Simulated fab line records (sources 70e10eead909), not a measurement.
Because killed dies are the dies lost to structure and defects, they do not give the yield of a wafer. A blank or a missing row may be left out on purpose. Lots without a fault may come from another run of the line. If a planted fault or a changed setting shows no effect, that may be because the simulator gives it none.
Matching of chambers | flow nand_harc | 3 sister chambers for NHARC_P_CONTACT_DEP_30 on pecvd-02
The step deposits SiNx, target thk 30 nm. 6 wafers are shown with their chamber, then 8 later ones without.

== EACH WAFER AND ITS CHAMBER ==
wafer  | chamber | heater_power_w (W)
L075.4 | 2       | 576
L076.5 | 2       | 543
L089.1 | 0       | 851
L089.2 | 1       | 889
L089.4 | 1       | 872
L090.2 | 0       | 904

== WAFERS MISSING THEIR CHAMBER ==
wafer  | heater_power_w (W)
L090.3 | 836
L090.6 | 833
L094.3 | 889
L094.4 | 888
L094.5 | 548
L096.3 | 908
L096.4 | 909
L096.5 | 573

== EACH ONE'S CHAMBER ==
wafer  | from the rows above     | in truth
L090.3 | can't be placed: 0 or 1 | 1
L090.6 | can't be placed: 0 or 1 | 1
L094.3 | can't be placed: 1 or 0 | 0
L094.4 | can't be placed: 1 or 0 | 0
L094.5 | 2                       | 2
L096.3 | can't be placed: 1 or 0 | 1
L096.4 | can't be placed: 1 or 0 | 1
L096.5 | 2                       | 2
Correctly placed: 2 of 8. Cannot be placed on the basis of these rows: 6; the candidates contain the true chamber in 6. Number placed wrongly: 0.
How it was worked out, from the rows above alone: a wafer's distance from a chamber is the root of the sum, over the readings, of the square of ((its reading less the chamber's mean) divided by the reading's scatter). If the next closest chamber is less than 2 further off than the closest, the wafer can't be placed; otherwise it belongs to the closest. Each chamber's mean is taken over the wafers shown for it. The scatter: the root of (the sum of the squares of (reading less its chamber's mean) over the shown wafers, divided by (wafers less chambers)).
